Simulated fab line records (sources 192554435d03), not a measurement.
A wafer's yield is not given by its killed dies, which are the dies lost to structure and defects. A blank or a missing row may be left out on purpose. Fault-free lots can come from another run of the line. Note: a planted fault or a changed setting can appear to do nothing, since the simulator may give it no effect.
Matching of chambers -- flow n5-finfet -- pecvd-04 running N5_BEOL_M0_DEP_125: 3 sister chambers
The step deposits SiCN from 3MS/NH3, target thk 8 nm, time 14 s. 18 wafers are shown with their chamber, then 9 later ones without.

## WAFERS PAIRED WITH THEIR CHAMBERS
wafer,chamber,throttle-valve-pct (%),rf-fwd-power-W (W),showerhead-plenum-p-Torr (Torr)
L074.3,1,9.2,198.2,3.673
L074.4,0,9.2,200.9,3.672
L074.5,1,9.5,198.7,3.673
L075.1,1,9.5,197.6,3.673
L075.2,2,8.5,199.9,3.669
L075.3,0,9.0,200.3,3.670
L081.2,1,9.5,199.0,3.674
L081.3,2,8.5,200.5,3.680
L081.4,1,9.4,198.9,3.674
L082.2,1,9.3,198.0,3.684
L082.3,2,8.3,200.0,3.678
L082.6,1,9.5,197.9,3.676
L090.2,0,8.8,200.9,3.675
L090.3,1,9.4,199.3,3.673
L090.5,1,9.5,198.9,3.685
L091.1,1,9.3,197.9,3.672
L091.3,2,8.6,199.8,3.671
L091.5,0,8.9,200.7,3.677

SIGNATURES, as means of the wafers listed above
reading,chamber 0,chamber 1,chamber 2,scatter within a chamber
throttle-valve-pct,8.975,9.410,8.475,0.128
rf-fwd-power-W,200.700,198.440,200.050,0.491
showerhead-plenum-p-Torr,3.67350,3.67570,3.67450,0.00461
Rule: a wafer's distance from a chamber is the root of the sum, over the readings, of the square of ((its reading less the chamber's mean) divided by the reading's scatter). The wafer belongs to the nearest chamber; if the next one is less than 2 further off, it can't be placed. The scatter: take each reading less its chamber's mean, square it, sum over the shown wafers, divide by the number of wafers less the number of chambers, and take the root.

## WAFERS WITHOUT THEIR CHAMBER
wafer,throttle-valve-pct (%),rf-fwd-power-W (W),showerhead-plenum-p-Torr (Torr)
L094.2,8.3,200.1,3.672
L094.4,8.5,200.0,3.670
L094.6,8.9,200.5,3.675
L096.1,9.3,198.4,3.672
L096.5,9.0,201.1,3.660
L096.6,8.6,199.6,3.680
L097.2,9.1,199.7,3.680
L097.5,8.9,199.7,3.685
L097.6,9.3,200.2,3.668

## WHICH CHAMBER EACH WENT THROUGH
wafer,from the rows above,in truth
L094.2,2,2
L094.4,2,2
L094.6,0,0
L096.1,1,1
L096.5,0,0
L096.6,2,2
L097.2,can't be placed: 0 or 1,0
L097.5,can't be placed: 0 or 2 or 1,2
L097.6,can't be placed: 0 or 1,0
6 of 9 placed correctly. These rows do not allow placing 3 (true chamber among the candidates in 3). Number placed wrongly: 0.
